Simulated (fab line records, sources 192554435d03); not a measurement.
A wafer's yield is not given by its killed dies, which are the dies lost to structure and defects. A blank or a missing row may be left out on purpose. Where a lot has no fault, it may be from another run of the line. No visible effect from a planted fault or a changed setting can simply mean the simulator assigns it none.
Which tool is to blame? -- flow n5Finfet -- Sampling: 10 lots, 29 wafers, 5 of 1938 route steps

## WHAT THE GAUGES READ, wafer by wafer
N5_BEOL_M13_THK_MEAS_50: measures by xrf. Usual: M13_THK gives 419 nm (standard deviation 8.3).
lot,measured,on,M13_THK (nm),flag
L707,day 12 14:04,filmMetro-01,416 414,
L709,day 13 17:17,filmMetro-02,409 417 414,
L713,day 14 11:28,filmMetro-01,406 402 418,
L714,day 15 02:30,filmMetro-02,422 415 432,
L722,day 16 21:14,filmMetro-02,431 423 420,
L725,day 17 20:43,filmMetro-02,417 422 419,
L724,day 17 21:16,filmMetro-01,418 418 413,
L726,day 18 00:31,filmMetro-02,418 415 414,
L728,day 18 04:13,filmMetro-02,431 420 444,
L727,day 18 15:26,filmMetro-02,431 427 435,

## WHICH TOOL RAN EACH LOT (tool, then ch and the chambers of the sampled wafers, then the start)
lot,N5_BEOL_M13_ETCH_67,N5_BEOL_M13_ETCH_38,N5_BEOL_M13_SPUTTER_44,N5_BEOL_M13_CMP_49
L707,"rieDiel-05 ch 0,2, day 12 09:12","rieDiel-02 ch 0,3, day 12 11:57","pvdSputter-03, day 12 13:07","cmp-03 ch 1,2, day 12 13:46"
L709,"rieDiel-05 ch 0,1, day 13 14:16","rieDiel-01 ch 2,3, day 13 15:29","pvdSputter-02, day 13 16:19","cmp-01 ch 0,3, day 13 16:59"
L713,"rieDiel-01 ch 0,1,3, day 14 05:16","rieDiel-05 ch 2,3, day 14 09:56","pvdSputter-01, day 14 10:18","cmp-03 ch 0,2,3, day 14 11:15"
L714,"rieDiel-01 ch 1,2,3, day 14 23:17","rieDiel-01 ch 0,2,3, day 15 00:32","pvdSputter-01, day 15 01:23","cmp-01 ch 1,2,3, day 15 02:14"
L722,"rieDiel-01 ch 0,1,2, day 16 18:02","rieDiel-02 ch 0,1,2, day 16 19:41","pvdSputter-03, day 16 20:17","cmp-01 ch 1,3, day 16 20:59"
L725,"rieDiel-05 ch 0,3, day 17 16:28","rieDiel-02 ch 1,2,3, day 17 18:50","pvdSputter-03, day 17 19:17","cmp-03 ch 0,1,2, day 17 20:32"
L724,"rieDiel-02 ch 0,1, day 17 17:43","rieDiel-05 ch 0,1,2, day 17 19:28","pvdSputter-01, day 17 20:08","cmp-03 ch 1,3, day 17 21:01"
L726,"rieDiel-02 ch 0,3, day 17 22:25","rieDiel-02 ch 1,2, day 17 23:05","pvdSputter-03, day 17 23:26","cmp-03 ch 0,3, day 18 00:13"
L728,"rieDiel-01 ch 0,2,3, day 18 01:29","rieDiel-01 ch 0,1,2, day 18 02:13","pvdSputter-01, day 18 02:38","cmp-03 ch 0,2,3, day 18 03:58"
L727,"rieDiel-02 ch 2,3, day 18 08:31","rieDiel-01 ch 0,1,2, day 18 13:35","pvdSputter-02, day 18 14:21","cmp-01 ch 0,2, day 18 15:11"
- N5_BEOL_M13_ETCH_67: etches SiARC in CF4, target depth 143 nm, time 238.3 s.
- N5_BEOL_M13_ETCH_38: etches SiCN in CF4/N2, target depth 67.5 nm, time 71.9 s.
- N5_BEOL_M13_SPUTTER_44: material Ta, target thk 10 nm, time 16.13 s.
- N5_BEOL_M13_CMP_49: polishes, stops on SiOC, t overpolish 17.1 s, target thk 420 nm.

## WHAT THE TOOLS THEMSELVES READ (means of the sampled wafers that have a number; where no wafer has one, the mark that the record gives instead)
N5_BEOL_M13_ETCH_67. Usual: value, then standard deviation, for each; chamberPressureMTorr 40.00 mTorr / 0.031; drypumpMotorCurrentA 5.9 A / 0.34; etchRfOnTimeS 239 s / 4.6; oesProductAu 0.70 a.u. / 0.07; rfVppV 184.5 V / 1; showerheadPlenumPTorr 2.17 Torr / 0.054; throttleValvePct 15.65 % / 0.22.
lot,tool,chamberPressureMTorr (mTorr),drypumpMotorCurrentA (A),etchRfOnTimeS (s),oesProductAu (a.u.),rfVppV (V),showerheadPlenumPTorr (Torr),throttleValvePct (%),flag
L707,rieDiel-05,40.03,5.5,240,0.59,184.6,2.13,15.75,
L709,rieDiel-05,40.05,6.1,241,0.61,184.8,2.16,15.79,
L713,rieDiel-01,39.99,6.0,239,0.70,184.9,2.17,15.74,
L714,rieDiel-01,40.01,5.8,237,0.74,184.7,2.20,15.62,
L722,rieDiel-01,40.00,6.0,239,0.71,183.8,2.20,15.70,
L725,rieDiel-05,40.00,6.0,237,0.78,184.9,2.19,15.50,
L724,rieDiel-02,39.99,5.6,241,0.63,185.7,2.19,15.92,
L726,rieDiel-02,40.01,5.8,240,0.63,185.5,2.20,15.93,
L728,rieDiel-01,40.02,6.0,237,0.70,185.7,2.19,15.74,
L727,rieDiel-02,40.00,6.3,235,0.72,185.0,2.19,15.43,

N5_BEOL_M13_ETCH_38. Usual: chamberPressureMTorr 40.00 mTorr, standard deviation 0.037; drypumpMotorCurrentA 5.90 A, standard deviation 0.29; oesProductAu 0.82 a.u., standard deviation 0.073; rfVppV 383.2 V, standard deviation 1.6; showerheadPlenumPTorr 2.25 Torr, standard deviation 0.051; throttleValvePct 15.46 %, standard deviation 0.23.
lot,tool,chamberPressureMTorr (mTorr),drypumpMotorCurrentA (A),oesProductAu (a.u.),rfVppV (V),showerheadPlenumPTorr (Torr),throttleValvePct (%),flag
L707,rieDiel-02,40.04,5.85,0.79,384.6,2.30,15.59,
L709,rieDiel-01,40.00,5.85,0.85,383.8,2.26,15.44,
L713,rieDiel-05,40.00,5.53,0.85,382.0,2.20,15.35,
L714,rieDiel-01,39.99,5.99,0.83,384.2,2.26,15.53,
L722,rieDiel-02,39.98,5.77,0.81,383.3,2.23,15.44,
L725,rieDiel-02,39.98,6.04,0.84,383.9,2.24,15.23,
L724,rieDiel-05,40.00,5.72,0.77,381.5,2.18,15.46,
L726,rieDiel-02,40.00,5.85,0.84,382.2,2.22,15.22,
L728,rieDiel-01,39.97,5.98,0.83,383.9,2.26,15.54,
L727,rieDiel-01,40.03,5.97,0.82,383.2,2.26,15.56,

N5_BEOL_M13_SPUTTER_44. Usual: throttleValvePct reads 30.3 % (standard deviation 1.2).
lot,tool,throttleValvePct (%),flag
L707,pvdSputter-03,30.1,
L709,pvdSputter-02,29.1,
L713,pvdSputter-01,31.5,
L714,pvdSputter-01,31.6,
L722,pvdSputter-03,29.5,
L725,pvdSputter-03,30.2,
L724,pvdSputter-01,31.6,
L726,pvdSputter-03,29.1,
L728,pvdSputter-01,31.4,
L727,pvdSputter-02,29.7,

N5_BEOL_M13_CMP_49. Usual: barrierFieldEndpointS 30.0 s, standard deviation 0.75; motorCurrentA 5.8 A, standard deviation 0.59.
lot,tool,barrierFieldEndpointS (s),motorCurrentA (A),flag
L707,cmp-03,29.1,5.4,
L709,cmp-01,30.0,6.5,
L713,cmp-03,34.6,5.6,OFF
L714,cmp-01,37.5,6.3,OFF
L722,cmp-01,30.6,6.3,
L725,cmp-03,30.0,5.6,
L724,cmp-03,31.5,5.7,
L726,cmp-03,28.7,5.6,
L728,cmp-03,30.0,5.6,
L727,cmp-01,30.1,5.8,

## THE ANSWER, worked out from the rows above alone
Rule: lot off if the mean of its wafers having a number is beyond 3 standard deviations from the usual mean. Also off: a lot with no number at a reading for which 4 or more lots have one. All remaining lots with rows at the step are treated as sound. First the gauges in route order, then the tools' own readings, where a lot's mean is used as printed above. The first step at which some lot is off is used, and at that step the reading that is off furthest; a lot without a number counts as furthest.
Off at N5_BEOL_M13_CMP_49 (barrierFieldEndpointS): L713, L714.
If a tool, at that step or one of the process steps before it, ran each lot that is off and ran no sound lot following the first of them, it fits. No candidate that was tried fits.

## WHAT THE SIMULATOR HAD PUT IN
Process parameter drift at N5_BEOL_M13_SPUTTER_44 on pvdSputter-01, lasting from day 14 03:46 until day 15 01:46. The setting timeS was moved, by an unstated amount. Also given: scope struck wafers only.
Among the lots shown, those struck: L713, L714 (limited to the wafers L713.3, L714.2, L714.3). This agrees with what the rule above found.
